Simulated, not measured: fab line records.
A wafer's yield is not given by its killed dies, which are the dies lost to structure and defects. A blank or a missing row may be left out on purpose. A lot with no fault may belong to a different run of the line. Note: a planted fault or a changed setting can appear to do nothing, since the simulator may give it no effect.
The same fault as seen by 3 desks -- flow n5-finfet -- each desk has only its own numbers; what lay behind them comes last

== TOOL OWNER'S DESK, litho-track-02 ==
The tool's own readings at N5_FIN_SAQP_COAT_10 (resist thk 90 nm): means of the sampled wafers that have a number, for each lot that ran on this tool. Any lot whose mean is over 4 standard deviations away from the usual mean is out of limits and marked OUT; that distance is given in the brackets.
Columns: A = spin-speed-rpm at N5_FIN_SAQP_COAT_10, usual 1500.1 rpm
lot,first seen here,A
L720,day 2 09:19,1500.5
L723,day 3 03:52,1424.5 (-78) OUT
L727,day 4 03:22,1425.0 (-77) OUT
L737,day 6 15:12,1499.5
This desk's finding: out of limits on L723, L727; first on L723, day 3 03:52 (spin-speed-rpm at N5_FIN_SAQP_COAT_10). In limits: L720, L737.

== THE DEFECT DESK ==
Lot by lot, what the route's inspections counted, given as the mean of those sampled wafers with a number. Any lot whose mean is over 4 standard deviations away from the usual mean is out of limits and marked OUT; that distance is given in the brackets.
Columns: A = raw-defect-count at N5_FIN_SAQP_INSPECT_18, usual 421
lot,first seen here,A
L720,day 2 09:44,330
L722,day 2 22:07,409
L723,day 3 04:17,360
L727,day 4 03:47,628
L737,day 6 15:30,329
L740,day 7 09:59,439
This desk's finding: nothing out of limits on any of the 6 lots.

== FROM THE METROLOGY DESK ==
Means of the sampled wafers that have a number, per lot and without regard to the tool the lot ran on: this is what the gauges read. Any lot whose mean is over 4 standard deviations away from the usual mean is out of limits and marked OUT; that distance is given in the brackets. It has 14 readings; the 7 that lie furthest out on some lot are the ones shown.
Columns: A = thk-nm at N5_FIN_SAQP_THK_MEAS_05, usual 37.9 nm; B = DIBL_N at N5_BEOL_M4_RC_MEAS_101, usual 36.2 mV/V; C = DIBL_P at N5_BEOL_M4_RC_MEAS_101, usual 36.2 mV/V; D = IOFF_P at N5_BEOL_M4_RC_MEAS_101, usual 0.21 nA/um; E = SS_N at N5_BEOL_M4_RC_MEAS_101, usual 71.4 mV/dec; F = SS_P at N5_BEOL_M4_RC_MEAS_101, usual 73.2 mV/dec; G = VT_P at N5_BEOL_M4_RC_MEAS_101, usual -251 mV
lot,first seen here,A,B,C,D,E,F,G
L720,day 2 08:53,38.1,34.9,36.7,0.22,71.5,73.4,-249
L722,day 2 21:21,37.6,34.8,34.7,0.20,70.8,73.0,-251
L723,day 3 03:32,38.1,37.9,37.3,0.26,71.9,73.7,-247
L727,day 4 02:58,38.3,36.7,37.4,0.22,71.7,73.6,-249
L737,day 6 14:52,37.4,37.6,35.5,0.20,71.4,73.1,-251
L740,day 7 09:14,38.4,35.1,33.9,0.18,70.5,72.3,-251
This desk's finding: nothing out of limits on any of the 6 lots.

== BROUGHT TOGETHER ==
The tool owner's desk had the chance to raise an alarm at day 3 03:52 on L723, L727.
Nothing the defect desk looked at was out of limits.
The metrology desk saw nothing out of limits.
The defect desk has L723, L727 on record, within its limits.
The metrology desk holds a record of L723, L727, inside its limits.
All the named lots went through N5_FIN_SAQP_COAT_10 on litho-track-02.

== WHAT HAD BEEN PUT IN BY THE SIMULATOR ==
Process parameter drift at N5_FIN_SAQP_COAT_10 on litho-track-02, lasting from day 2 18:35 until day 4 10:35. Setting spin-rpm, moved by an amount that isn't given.
Lots struck among those shown: L723, L727.
Hours from the fault's start to each desk's first reading out of limits: the tool owner's desk, 9.
